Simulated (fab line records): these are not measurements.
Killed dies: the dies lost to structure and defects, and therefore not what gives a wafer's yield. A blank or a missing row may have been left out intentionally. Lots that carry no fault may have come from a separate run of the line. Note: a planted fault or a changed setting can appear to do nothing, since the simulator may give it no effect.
One fault seen from 3 desks -- flow n5_finfet -- numbers are kept per desk, each desk with only its own; the story behind them comes last

== METROLOGY DESK ==
What the gauges read, lot by lot, whatever tool the lot ran on: means of the sampled wafers that have a number. If a lot's mean is further than 4 standard deviations from the usual mean, the lot is out of limits and carries the mark OUT (the distance appears in the brackets). Of its 10 readings 7 are shown: those that lie furthest out on some lot.
Columns: A = DIBL_P at N5_BEOL_M4_RC_MEAS_101, usual 36.3 mV/V; B = ION_N at N5_BEOL_M4_RC_MEAS_101, usual 673 uA/um; C = ION_P at N5_BEOL_M4_RC_MEAS_101, usual 461 uA/um; D = SS_N at N5_BEOL_M4_RC_MEAS_101, usual 71.6 mV/dec; E = SS_P at N5_BEOL_M4_RC_MEAS_101, usual 73.3 mV/dec; F = VT_N at N5_BEOL_M4_RC_MEAS_101, usual 249.4 mV; G = VT_P at N5_BEOL_M4_RC_MEAS_101, usual -250 mV
lot,first seen here,A,B,C,D,E,F,G
L623,day 8 00:08,35.9,685,459,71.0,72.8,247.6,-252
L625,day 8 07:10,37.9,666,459,71.7,73.7,247.3,-247
L626,day 8 18:12,36.3,676,452,71.7,73.0,248.2,-254
L627,day 9 00:22,36.1,665,466,71.6,73.2,250.5,-246
L636,day 11 15:20,36.0,681,468,71.0,72.7,247.8,-247
L637,day 11 17:55,35.7,675,463,71.4,73.4,248.6,-247
L638,day 11 20:21,36.3,663,456,71.8,72.9,251.3,-250
L639,day 11 21:12,34.4,659,451,71.9,73.1,253.0,-252
L640,day 12 02:36,36.3,680,465,70.9,72.7,248.5,-250
Finding of this desk: none of the 9 lots has anything out of limits.

== THE DEFECT DESK ==
Inspection counts along the route, by lot: the mean over sampled wafers that carry a number. If a lot's mean is further than 4 standard deviations from the usual mean, the lot is out of limits and carries the mark OUT (the distance appears in the brackets).
Columns: A = raw_defect_count at N5_DUMMY_GATE_INSPECT_17, usual 207
lot,first seen here,A
L623,day 2 22:09,206
L625,day 3 09:34,150
L626,day 3 15:30,180
L627,day 3 20:40,229
L636,day 6 05:55,192
L637,day 6 09:40,161
L638,day 6 16:56,197
L639,day 6 22:18,210
L640,day 7 04:13,200
Finding of this desk: none of the 9 lots has anything out of limits.

== FOR THE TOOL OWNER'S DESK: euv_scanner-02 ==
The tool's own readings at N5_DUMMY_GATE_EXPOSE_12 (exposes mask GATE, target cd 25 nm): means of the sampled wafers that have a number, for each lot that ran on this tool. If a lot's mean is further than 4 standard deviations from the usual mean, the lot is out of limits and carries the mark OUT (the distance appears in the brackets).
Columns: A = exposure_dose_mJ_cm2 at N5_DUMMY_GATE_EXPOSE_12, usual 33.94; B = reticle_temp_C at N5_DUMMY_GATE_EXPOSE_12, usual 23.02 C
lot,first seen here,A,B
L623,day 2 21:56,33.93,23.04
L626,day 3 15:17,33.93,22.93
L627,day 3 20:28,33.95,22.94
L636,day 6 05:41,33.33 (-14) OUT,22.93
L637,day 6 09:26,33.49 (-10) OUT,22.99
This desk's finding: out of limits on L636, L637; first on L636, day 6 05:41 (exposure_dose_mJ_cm2 at N5_DUMMY_GATE_EXPOSE_12). In limits: L623, L626, L627.

== PUT TOGETHER ==
On L636, L637, at day 6 05:41, an alarm was possible from the tool owner's desk.
Metrology desk: nothing out of limits seen.
Nothing out of limits was seen by the defect desk.
The metrology desk holds a record of L636, L637, inside its limits.
The defect desk has L636, L637 on record, within its limits.
Of the lots named, all ran N5_DUMMY_GATE_EXPOSE_12 on euv_scanner-02.

== WHAT THE SIMULATOR HAD INSERTED ==
Drift in process parameters on euv_scanner-02 at N5_DUMMY_GATE_EXPOSE_12, starting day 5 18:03. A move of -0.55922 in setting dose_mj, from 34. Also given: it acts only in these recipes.
Shown lots that were struck: L636, L637.
Delay in hours, fault start to first out-of-limits reading, by desk: the tool owner's desk at 12.
